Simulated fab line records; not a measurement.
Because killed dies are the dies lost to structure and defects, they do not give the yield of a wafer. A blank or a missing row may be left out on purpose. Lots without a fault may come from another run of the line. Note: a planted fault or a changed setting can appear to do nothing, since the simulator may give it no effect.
Which tool did it? || flow n5 finfet || 24 lots with 72 wafers sampled at 6 steps, on a route of 1938 steps

## WHAT THE GAUGES SHOWED, per wafer
N5_BEOL_M4_INSPECT_13: inspects for defects (brightfield).
{"lot": "L074", "measured": "day 8 04:34", "on": "defect inspect-02", "raw defect count": "312 383 381"}
{"lot": "L076", "measured": "day 8 07:33", "on": "defect inspect-01", "raw defect count": "637 452 383"}
{"lot": "L075", "measured": "day 8 07:43", "on": "defect inspect-01", "raw defect count": "398 487 455"}
{"lot": "L077", "measured": "day 8 11:02", "on": "defect inspect-01", "raw defect count": "489 491 312"}
{"lot": "L078", "measured": "day 8 19:23", "on": "defect inspect-01", "raw defect count": "261 451 383"}
{"lot": "L080", "measured": "day 8 20:13", "on": "defect inspect-02", "raw defect count": "429 331 402"}
{"lot": "L079", "measured": "day 8 21:53", "on": "defect inspect-02", "raw defect count": "351 452 468"}
{"lot": "L082", "measured": "day 9 22:07", "on": "defect inspect-02", "raw defect count": "522 443 407"}
{"lot": "L081", "measured": "day 9 22:30", "on": "defect inspect-01", "raw defect count": "473 309 417"}
{"lot": "L084", "measured": "day 10 07:07", "on": "defect inspect-02", "raw defect count": "467 475 500"}
{"lot": "L083", "measured": "day 10 07:35", "on": "defect inspect-01", "raw defect count": "334 389 464"}
{"lot": "L085", "measured": "day 10 22:32", "on": "defect inspect-01", "raw defect count": "354 396 261"}
{"lot": "L087", "measured": "day 10 23:16", "on": "defect inspect-02", "raw defect count": "533 517 473"}
{"lot": "L088", "measured": "day 11 07:14", "on": "defect inspect-01", "raw defect count": "443 305 321"}
{"lot": "L086", "measured": "day 11 11:00", "on": "defect inspect-01", "raw defect count": "345 394 272"}
{"lot": "L089", "measured": "day 11 11:10", "on": "defect inspect-01", "raw defect count": "435 458 328"}
{"lot": "L091", "measured": "day 11 16:07", "on": "defect inspect-02", "raw defect count": "328 441 580"}
{"lot": "L090", "measured": "day 11 20:02", "on": "defect inspect-02", "raw defect count": "385 616 453"}
{"lot": "L092", "measured": "day 12 09:05", "on": "defect inspect-02", "raw defect count": "408 350 282"}
{"lot": "L093", "measured": "day 12 15:26", "on": "defect inspect-02", "raw defect count": "339 285 316"}
{"lot": "L094", "measured": "day 13 00:31", "on": "defect inspect-01", "raw defect count": "332 270 315"}
{"lot": "L095", "measured": "day 13 01:37", "on": "defect inspect-02", "raw defect count": "566 428 581"}
{"lot": "L097", "measured": "day 13 20:02", "on": "defect inspect-02", "raw defect count": "502 367 439"}
{"lot": "L096", "measured": "day 13 21:26", "on": "defect inspect-01", "raw defect count": "340 347 350"}

N5_BEOL_M4_THK_MEAS_53: measures by xrf.
{"lot": "L074", "measured": "day 8 15:10", "on": "film metro-01", "M4_THK (nm)": "40.9 40.1 38.0"}
{"lot": "L076", "measured": "day 9 05:35", "on": "film metro-01", "M4_THK (nm)": "42.3 40.8 40.6"}
{"lot": "L075", "measured": "day 8 15:11", "on": "film metro-02", "M4_THK (nm)": "39.4 39.5 41.6"}
{"lot": "L077", "measured": "day 9 05:59", "on": "film metro-01", "M4_THK (nm)": "41.2 39.6 38.1"}
{"lot": "L078", "measured": "day 9 08:29", "on": "film metro-02", "M4_THK (nm)": "40.7 38.6 40.5"}
{"lot": "L080", "measured": "day 9 10:08", "on": "film metro-01", "M4_THK (nm)": "41.3 41.8 40.9"}
{"lot": "L079", "measured": "day 9 11:50", "on": "film metro-02", "M4_THK (nm)": "41.4 42.8 42.2"}
{"lot": "L082", "measured": "day 10 09:34", "on": "film metro-02", "M4_THK (nm)": "41.1 41.9 41.4"}
{"lot": "L081", "measured": "day 10 10:02", "on": "film metro-01", "M4_THK (nm)": "39.4 41.1 39.5"}
{"lot": "L084", "measured": "day 10 14:22", "on": "film metro-01", "M4_THK (nm)": "38.9 39.4 39.7"}
{"lot": "L083", "measured": "day 10 14:06", "on": "film metro-02", "M4_THK (nm)": "37.8 40.5 38.0"}
{"lot": "L085", "measured": "day 11 10:54", "on": "film metro-02", "M4_THK (nm)": "38.4 36.3 42.1"}
{"lot": "L087", "measured": "day 11 12:05", "on": "film metro-01", "M4_THK (nm)": "39.7 38.6 37.4"}
{"lot": "L088", "measured": "day 11 14:59", "on": "film metro-01", "M4_THK (nm)": "42.6 40.0 38.0"}
{"lot": "L086", "measured": "day 11 18:01", "on": "film metro-02", "M4_THK (nm)": "41.1 39.7 39.3"}
{"lot": "L089", "measured": "day 11 20:11", "on": "film metro-02", "M4_THK (nm)": "43.1 41.1 43.2"}
{"lot": "L091", "measured": "day 12 05:29", "on": "film metro-01", "M4_THK (nm)": "40.1 42.5 41.6"}
{"lot": "L090", "measured": "day 12 14:31", "on": "film metro-01", "M4_THK (nm)": "38.5 39.4 39.8"}
{"lot": "L092", "measured": "day 12 19:17", "on": "film metro-02", "M4_THK (nm)": "41.4 43.0 39.0"}
{"lot": "L093", "measured": "day 12 21:59", "on": "film metro-01", "M4_THK (nm)": "39.5 37.8 41.6"}
{"lot": "L094", "measured": "day 13 14:31", "on": "film metro-01", "M4_THK (nm)": "41.4 42.8 39.9"}
{"lot": "L095", "measured": "day 13 15:14", "on": "film metro-01", "M4_THK (nm)": "41.0 41.1 42.0"}
{"lot": "L097", "measured": "day 14 13:40", "on": "film metro-02", "M4_THK (nm)": "42.1 35.8 40.6"}
{"lot": "L096", "measured": "day 14 15:00", "on": "film metro-01", "M4_THK (nm)": "38.9 39.5 38.9"}

## WHAT TOOL EACH LOT RAN ON (gives the tool, then ch and the chambers of the sampled wafers, and finally the start)
{"lot": "L074", "N5_BEOL_M3_SPUTTER_81": "pvd sputter-03, day 7 23:48", "N5_BEOL_M3_ANNEAL_89": "pvd sputter-03, day 8 00:19", "N5_BEOL_M4_SPUTTER_94": "pvd sputter-02, day 8 13:55", "N5_BEOL_M4_SPUTTER_96": "pvd sputter-02, day 8 14:08"}
{"lot": "L076", "N5_BEOL_M3_SPUTTER_81": "pvd sputter-03, day 8 02:52", "N5_BEOL_M3_ANNEAL_89": "pvd sputter-03, day 8 03:23", "N5_BEOL_M4_SPUTTER_94": "pvd sputter-01, day 9 04:35", "N5_BEOL_M4_SPUTTER_96": "pvd sputter-01, day 9 04:48"}
{"lot": "L075", "N5_BEOL_M3_SPUTTER_81": "pvd sputter-01, day 8 02:53", "N5_BEOL_M3_ANNEAL_89": "pvd sputter-01, day 8 03:24", "N5_BEOL_M4_SPUTTER_94": "pvd sputter-01, day 8 14:02", "N5_BEOL_M4_SPUTTER_96": "pvd sputter-01, day 8 14:16"}
{"lot": "L077", "N5_BEOL_M3_SPUTTER_81": "pvd sputter-01, day 8 05:50", "N5_BEOL_M3_ANNEAL_89": "pvd sputter-01, day 8 06:22", "N5_BEOL_M4_SPUTTER_94": "pvd sputter-02, day 9 04:59", "N5_BEOL_M4_SPUTTER_96": "pvd sputter-02, day 9 05:12"}
{"lot": "L078", "N5_BEOL_M3_SPUTTER_81": "pvd sputter-03, day 8 14:28", "N5_BEOL_M3_ANNEAL_89": "pvd sputter-03, day 8 14:59", "N5_BEOL_M4_SPUTTER_94": "pvd sputter-01, day 9 07:20", "N5_BEOL_M4_SPUTTER_96": "pvd sputter-01, day 9 07:34"}
{"lot": "L080", "N5_BEOL_M3_SPUTTER_81": "pvd sputter-03, day 8 16:38", "N5_BEOL_M3_ANNEAL_89": "pvd sputter-03, day 8 17:09", "N5_BEOL_M4_SPUTTER_94": "pvd sputter-03, day 9 09:07", "N5_BEOL_M4_SPUTTER_96": "pvd sputter-03, day 9 09:20"}
{"lot": "L079", "N5_BEOL_M3_SPUTTER_81": "pvd sputter-02, day 8 18:11", "N5_BEOL_M3_ANNEAL_89": "pvd sputter-02, day 8 18:43", "N5_BEOL_M4_SPUTTER_94": "pvd sputter-02, day 9 10:47", "N5_BEOL_M4_SPUTTER_96": "pvd sputter-02, day 9 11:02"}
{"lot": "L082", "N5_BEOL_M3_SPUTTER_81": "pvd sputter-03, day 9 18:25", "N5_BEOL_M3_ANNEAL_89": "pvd sputter-03, day 9 18:56", "N5_BEOL_M4_SPUTTER_94": "pvd sputter-01, day 10 08:32", "N5_BEOL_M4_SPUTTER_96": "pvd sputter-01, day 10 08:46"}
{"lot": "L081", "N5_BEOL_M3_SPUTTER_81": "pvd sputter-01, day 9 18:26", "N5_BEOL_M3_ANNEAL_89": "pvd sputter-01, day 9 18:58", "N5_BEOL_M4_SPUTTER_94": "pvd sputter-03, day 10 09:00", "N5_BEOL_M4_SPUTTER_96": "pvd sputter-03, day 10 09:13"}
{"lot": "L084", "N5_BEOL_M3_SPUTTER_81": "pvd sputter-03, day 10 03:28", "N5_BEOL_M3_ANNEAL_89": "pvd sputter-03, day 10 03:59", "N5_BEOL_M4_SPUTTER_94": "pvd sputter-01, day 10 13:14", "N5_BEOL_M4_SPUTTER_96": "pvd sputter-01, day 10 13:27"}
{"lot": "L083", "N5_BEOL_M3_SPUTTER_81": "pvd sputter-02, day 10 03:36", "N5_BEOL_M3_ANNEAL_89": "pvd sputter-02, day 10 04:07", "N5_BEOL_M4_SPUTTER_94": "pvd sputter-02, day 10 13:05", "N5_BEOL_M4_SPUTTER_96": "pvd sputter-02, day 10 13:19"}
{"lot": "L085", "N5_BEOL_M3_SPUTTER_81": "pvd sputter-02, day 10 15:50", "N5_BEOL_M3_ANNEAL_89": "pvd sputter-02, day 10 16:21", "N5_BEOL_M4_SPUTTER_94": "pvd sputter-02, day 11 09:53", "N5_BEOL_M4_SPUTTER_96": "pvd sputter-02, day 11 10:07"}
{"lot": "L087", "N5_BEOL_M3_SPUTTER_81": "pvd sputter-02, day 10 18:43", "N5_BEOL_M3_ANNEAL_89": "pvd sputter-02, day 10 19:14", "N5_BEOL_M4_SPUTTER_94": "pvd sputter-01, day 11 11:01", "N5_BEOL_M4_SPUTTER_96": "pvd sputter-01, day 11 11:14"}
{"lot": "L088", "N5_BEOL_M3_SPUTTER_81": "pvd sputter-01, day 11 02:20", "N5_BEOL_M3_ANNEAL_89": "pvd sputter-01, day 11 02:52", "N5_BEOL_M4_SPUTTER_94": "pvd sputter-02, day 11 13:58", "N5_BEOL_M4_SPUTTER_96": "pvd sputter-02, day 11 14:11"}
{"lot": "L086", "N5_BEOL_M3_SPUTTER_81": "pvd sputter-02, day 11 05:30", "N5_BEOL_M3_ANNEAL_89": "pvd sputter-02, day 11 06:01", "N5_BEOL_M4_SPUTTER_94": "pvd sputter-03, day 11 16:59", "N5_BEOL_M4_SPUTTER_96": "pvd sputter-03, day 11 17:13"}
{"lot": "L089", "N5_BEOL_M3_SPUTTER_81": "pvd sputter-03, day 11 05:40", "N5_BEOL_M3_ANNEAL_89": "pvd sputter-03, day 11 06:11", "N5_BEOL_M4_SPUTTER_94": "pvd sputter-03, day 11 19:10", "N5_BEOL_M4_SPUTTER_96": "pvd sputter-03, day 11 19:23"}
{"lot": "L091", "N5_BEOL_M3_SPUTTER_81": "pvd sputter-03, day 11 12:44", "N5_BEOL_M3_ANNEAL_89": "pvd sputter-03, day 11 13:17", "N5_BEOL_M4_SPUTTER_94": "pvd sputter-02, day 12 04:28", "N5_BEOL_M4_SPUTTER_96": "pvd sputter-02, day 12 04:41"}
{"lot": "L090", "N5_BEOL_M3_SPUTTER_81": "pvd sputter-02, day 11 16:03", "N5_BEOL_M3_ANNEAL_89": "pvd sputter-02, day 11 16:34", "N5_BEOL_M4_SPUTTER_94": "pvd sputter-02, day 12 13:25", "N5_BEOL_M4_SPUTTER_96": "pvd sputter-02, day 12 13:38"}
{"lot": "L092", "N5_BEOL_M3_SPUTTER_81": "pvd sputter-01, day 12 05:07", "N5_BEOL_M3_ANNEAL_89": "pvd sputter-01, day 12 05:38", "N5_BEOL_M4_SPUTTER_94": "pvd sputter-02, day 12 18:10", "N5_BEOL_M4_SPUTTER_96": "pvd sputter-02, day 12 18:23"}
{"lot": "L093", "N5_BEOL_M3_SPUTTER_81": "pvd sputter-02, day 12 09:33", "N5_BEOL_M3_ANNEAL_89": "pvd sputter-02, day 12 10:04", "N5_BEOL_M4_SPUTTER_94": "pvd sputter-01, day 12 20:49", "N5_BEOL_M4_SPUTTER_96": "pvd sputter-01, day 12 21:02"}
{"lot": "L094", "N5_BEOL_M3_SPUTTER_81": "pvd sputter-02, day 12 20:28", "N5_BEOL_M3_ANNEAL_89": "pvd sputter-02, day 12 20:59", "N5_BEOL_M4_SPUTTER_94": "pvd sputter-02, day 13 13:30", "N5_BEOL_M4_SPUTTER_96": "pvd sputter-02, day 13 13:43"}
{"lot": "L095", "N5_BEOL_M3_SPUTTER_81": "pvd sputter-03, day 12 21:49", "N5_BEOL_M3_ANNEAL_89": "pvd sputter-03, day 12 22:20", "N5_BEOL_M4_SPUTTER_94": "pvd sputter-03, day 13 14:13", "N5_BEOL_M4_SPUTTER_96": "pvd sputter-03, day 13 14:26"}
{"lot": "L097", "N5_BEOL_M3_SPUTTER_81": "pvd sputter-03, day 13 16:33", "N5_BEOL_M3_ANNEAL_89": "pvd sputter-03, day 13 17:04", "N5_BEOL_M4_SPUTTER_94": "pvd sputter-02, day 14 12:39", "N5_BEOL_M4_SPUTTER_96": "pvd sputter-02, day 14 12:52"}
{"lot": "L096", "N5_BEOL_M3_SPUTTER_81": "pvd sputter-01, day 13 18:14", "N5_BEOL_M3_ANNEAL_89": "pvd sputter-01, day 13 18:46", "N5_BEOL_M4_SPUTTER_94": "pvd sputter-01, day 14 13:37", "N5_BEOL_M4_SPUTTER_96": "pvd sputter-01, day 14 13:50"}
- N5_BEOL_M3_SPUTTER_81: material Cu, target thk 4.5 nm, time 8.29 s.
- N5_BEOL_M3_ANNEAL_89: time 240 s.
- N5_BEOL_M4_SPUTTER_94: material Cu, target thk 4.5 nm, time 8.29 s.
- N5_BEOL_M4_SPUTTER_96: material Cu, target thk 4.5 nm, time 8.29 s.

## AS READ BY THE TOOLS THEMSELVES (means over the sampled wafers that have a number; for cases with no such wafer, the mark the record gives instead)
N5_BEOL_M3_SPUTTER_81.
{"lot": "L074", "tool": "pvd sputter-03", "throttle valve pct (%)": 30.4}
{"lot": "L076", "tool": "pvd sputter-03", "throttle valve pct (%)": 30.3}
{"lot": "L075", "tool": "pvd sputter-01", "throttle valve pct (%)": 30.6}
{"lot": "L077", "tool": "pvd sputter-01", "throttle valve pct (%)": 30.5}
{"lot": "L078", "tool": "pvd sputter-03", "throttle valve pct (%)": 31.1}
{"lot": "L080", "tool": "pvd sputter-03", "throttle valve pct (%)": 29.7}
{"lot": "L079", "tool": "pvd sputter-02", "throttle valve pct (%)": 30.3}
{"lot": "L082", "tool": "pvd sputter-03", "throttle valve pct (%)": 31.0}
{"lot": "L081", "tool": "pvd sputter-01", "throttle valve pct (%)": 30.8}
{"lot": "L084", "tool": "pvd sputter-03", "throttle valve pct (%)": 30.7}
{"lot": "L083", "tool": "pvd sputter-02", "throttle valve pct (%)": 30.7}
{"lot": "L085", "tool": "pvd sputter-02", "throttle valve pct (%)": 30.3}
{"lot": "L087", "tool": "pvd sputter-02", "throttle valve pct (%)": 30.3}
{"lot": "L088", "tool": "pvd sputter-01", "throttle valve pct (%)": 30.7}
{"lot": "L086", "tool": "pvd sputter-02", "throttle valve pct (%)": 30.1}
{"lot": "L089", "tool": "pvd sputter-03", "throttle valve pct (%)": 30.9}
{"lot": "L091", "tool": "pvd sputter-03", "throttle valve pct (%)": 29.2}
{"lot": "L090", "tool": "pvd sputter-02", "throttle valve pct (%)": 30.7}
{"lot": "L092", "tool": "pvd sputter-01", "throttle valve pct (%)": 31.1}
{"lot": "L093", "tool": "pvd sputter-02", "throttle valve pct (%)": 30.4}
{"lot": "L094", "tool": "pvd sputter-02", "throttle valve pct (%)": 30.5}
{"lot": "L095", "tool": "pvd sputter-03", "throttle valve pct (%)": 31.1}
{"lot": "L097", "tool": "pvd sputter-03", "throttle valve pct (%)": 30.0}
{"lot": "L096", "tool": "pvd sputter-01", "throttle valve pct (%)": 30.7}

N5_BEOL_M3_ANNEAL_89.
{"lot": "L074", "tool": "pvd sputter-03", "heater power w (W)": 849}
{"lot": "L076", "tool": "pvd sputter-03", "heater power w (W)": 829}
{"lot": "L075", "tool": "pvd sputter-01", "heater power w (W)": 870}
{"lot": "L077", "tool": "pvd sputter-01", "heater power w (W)": 899}
{"lot": "L078", "tool": "pvd sputter-03", "heater power w (W)": 858}
{"lot": "L080", "tool": "pvd sputter-03", "heater power w (W)": 816}
{"lot": "L079", "tool": "pvd sputter-02", "heater power w (W)": 794}
{"lot": "L082", "tool": "pvd sputter-03", "heater power w (W)": 837}
{"lot": "L081", "tool": "pvd sputter-01", "heater power w (W)": 850}
{"lot": "L084", "tool": "pvd sputter-03", "heater power w (W)": 849}
{"lot": "L083", "tool": "pvd sputter-02", "heater power w (W)": 849}
{"lot": "L085", "tool": "pvd sputter-02", "heater power w (W)": 856}
{"lot": "L087", "tool": "pvd sputter-02", "heater power w (W)": 819}
{"lot": "L088", "tool": "pvd sputter-01", "heater power w (W)": 887}
{"lot": "L086", "tool": "pvd sputter-02", "heater power w (W)": 777}
{"lot": "L089", "tool": "pvd sputter-03", "heater power w (W)": 846}
{"lot": "L091", "tool": "pvd sputter-03", "heater power w (W)": 836}
{"lot": "L090", "tool": "pvd sputter-02", "heater power w (W)": 839}
{"lot": "L092", "tool": "pvd sputter-01", "heater power w (W)": 806}
{"lot": "L093", "tool": "pvd sputter-02", "heater power w (W)": 839}
{"lot": "L094", "tool": "pvd sputter-02", "heater power w (W)": 854}
{"lot": "L095", "tool": "pvd sputter-03", "heater power w (W)": 851}
{"lot": "L097", "tool": "pvd sputter-03", "heater power w (W)": 823}
{"lot": "L096", "tool": "pvd sputter-01", "heater power w (W)": 867}

N5_BEOL_M4_SPUTTER_94.
{"lot": "L074", "tool": "pvd sputter-02", "throttle valve pct (%)": 30.1}
{"lot": "L076", "tool": "pvd sputter-01", "throttle valve pct (%)": 31.2}
{"lot": "L075", "tool": "pvd sputter-01", "throttle valve pct (%)": 31.0}
{"lot": "L077", "tool": "pvd sputter-02", "throttle valve pct (%)": 30.2}
{"lot": "L078", "tool": "pvd sputter-01", "throttle valve pct (%)": 30.5}
{"lot": "L080", "tool": "pvd sputter-03", "throttle valve pct (%)": 30.1}
{"lot": "L079", "tool": "pvd sputter-02", "throttle valve pct (%)": 30.2}
{"lot": "L082", "tool": "pvd sputter-01", "throttle valve pct (%)": 30.8}
{"lot": "L081", "tool": "pvd sputter-03", "throttle valve pct (%)": 30.1}
{"lot": "L084", "tool": "pvd sputter-01", "throttle valve pct (%)": 30.6}
{"lot": "L083", "tool": "pvd sputter-02", "throttle valve pct (%)": 30.4}
{"lot": "L085", "tool": "pvd sputter-02", "throttle valve pct (%)": 30.3}
{"lot": "L087", "tool": "pvd sputter-01", "throttle valve pct (%)": 31.6}
{"lot": "L088", "tool": "pvd sputter-02", "throttle valve pct (%)": 30.5}
{"lot": "L086", "tool": "pvd sputter-03", "throttle valve pct (%)": 31.3}
{"lot": "L089", "tool": "pvd sputter-03", "throttle valve pct (%)": 31.5}
{"lot": "L091", "tool": "pvd sputter-02", "throttle valve pct (%)": 30.5}
{"lot": "L090", "tool": "pvd sputter-02", "throttle valve pct (%)": 30.6}
{"lot": "L092", "tool": "pvd sputter-02", "throttle valve pct (%)": 30.5}
{"lot": "L093", "tool": "pvd sputter-01", "throttle valve pct (%)": 30.8}
{"lot": "L094", "tool": "pvd sputter-02", "throttle valve pct (%)": 30.4}
{"lot": "L095", "tool": "pvd sputter-03", "throttle valve pct (%)": 30.7}
{"lot": "L097", "tool": "pvd sputter-02", "throttle valve pct (%)": 30.3}
{"lot": "L096", "tool": "pvd sputter-01", "throttle valve pct (%)": 31.0}

N5_BEOL_M4_SPUTTER_96.
{"lot": "L074", "tool": "pvd sputter-02", "throttle valve pct (%)": 30.4}
{"lot": "L076", "tool": "pvd sputter-01", "throttle valve pct (%)": 31.1}
{"lot": "L075", "tool": "pvd sputter-01", "throttle valve pct (%)": 31.0}
{"lot": "L077", "tool": "pvd sputter-02", "throttle valve pct (%)": 30.3}
{"lot": "L078", "tool": "pvd sputter-01", "throttle valve pct (%)": 30.5}
{"lot": "L080", "tool": "pvd sputter-03", "throttle valve pct (%)": 30.1}
{"lot": "L079", "tool": "pvd sputter-02", "throttle valve pct (%)": 30.2}
{"lot": "L082", "tool": "pvd sputter-01", "throttle valve pct (%)": 30.6}
{"lot": "L081", "tool": "pvd sputter-03", "throttle valve pct (%)": 30.1}
{"lot": "L084", "tool": "pvd sputter-01", "throttle valve pct (%)": 30.7}
{"lot": "L083", "tool": "pvd sputter-02", "throttle valve pct (%)": 30.6}
{"lot": "L085", "tool": "pvd sputter-02", "throttle valve pct (%)": 30.2}
{"lot": "L087", "tool": "pvd sputter-01", "throttle valve pct (%)": 31.6}
{"lot": "L088", "tool": "pvd sputter-02", "throttle valve pct (%)": 30.5}
{"lot": "L086", "tool": "pvd sputter-03", "throttle valve pct (%)": 31.2}
{"lot": "L089", "tool": "pvd sputter-03", "throttle valve pct (%)": 31.3}
{"lot": "L091", "tool": "pvd sputter-02", "throttle valve pct (%)": 30.4}
{"lot": "L090", "tool": "pvd sputter-02", "throttle valve pct (%)": 30.6}
{"lot": "L092", "tool": "pvd sputter-02", "throttle valve pct (%)": 30.3}
{"lot": "L093", "tool": "pvd sputter-01", "throttle valve pct (%)": 30.7}
{"lot": "L094", "tool": "pvd sputter-02", "throttle valve pct (%)": 30.2}
{"lot": "L095", "tool": "pvd sputter-03", "throttle valve pct (%)": 30.7}
{"lot": "L097", "tool": "pvd sputter-02", "throttle valve pct (%)": 30.3}
{"lot": "L096", "tool": "pvd sputter-01", "throttle valve pct (%)": 31.0}

## THE ANSWER, worked out from the rows above alone
Rule: the usual values come from the lots themselves. Put in order of their means at a reading, lots are off if they are a third of the lots or fewer, leave a main group of 4 or more, and stand apart from it by a gap of 3 or more times the standard deviation of the main group's means; of several such gaps the widest counts. A main group is skipped when, at the precision printed for the reading in the tables above, its means are all equal. A lot without any number at a reading at which 4 lots or more have one is off too. All remaining lots with rows at the step are treated as sound. First the gauges in route order, then the tools' own readings, where a lot's mean is used as printed above. At the first step where some lot is off, the reading lying furthest off is the one used; lots without a number count as furthest.
No lot is off on any of the readings shown, so nothing can be concluded from this.

## WHAT THE SIMULATOR PUT IN
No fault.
